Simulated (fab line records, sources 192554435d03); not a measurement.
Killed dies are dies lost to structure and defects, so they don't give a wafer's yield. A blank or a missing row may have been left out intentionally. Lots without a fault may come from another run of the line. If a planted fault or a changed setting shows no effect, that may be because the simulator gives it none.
Matching of chambers ; flow n5Finfet ; 4 sister chambers for N5_MOL_CONTACT_COAG_ETCH_106 on rieDiel-04
The step etches SOC in N2/H2, target depth 80 nm, overetch 16 nm, time 120 s. 4 wafers are shown with their chamber, then 8 later ones without.

== WAFERS, EACH WITH ITS CHAMBER ==
wafer;chamber;drypumpMotorCurrentA (A)
L077.3;0;5.42
L086.2;3;6.04
L086.3;2;5.46
L088.2;1;6.05

== WAFERS WITHOUT THEIR CHAMBER ==
wafer;drypumpMotorCurrentA (A)
L088.5;6.03
L088.6;5.47
L096.3;6.03
L096.5;6.03
L096.6;5.45
L097.1;6.06
L097.5;6.02
L097.6;5.43

== CHAMBER TAKEN BY EACH ==
wafer;from the rows above;in truth
L088.5;can't be placed: 3 or 1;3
L088.6;2;2
L096.3;can't be placed: 3 or 1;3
L096.5;can't be placed: 3 or 1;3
L096.6;can't be placed: 2 or 0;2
L097.1;can't be placed: 1 or 3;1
L097.5;can't be placed: 3 or 1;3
L097.6;can't be placed: 0 or 2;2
Correctly placed: 1 of 8. Cannot be placed on the basis of these rows: 7; the candidates contain the true chamber in 7. Number placed wrongly: 0.
How it was worked out, from the rows above alone: a wafer's distance from a chamber is the root of the sum, over the readings, of the square of ((its reading less the chamber's mean) divided by the reading's scatter). If the next closest chamber is less than 2 further off than the closest, the wafer can't be placed; otherwise it belongs to the closest. A chamber's mean is the mean of its shown wafers. The scatter: with one shown wafer a chamber, the root of the mean of the squares of how far each hidden wafer lies from its nearest shown one.
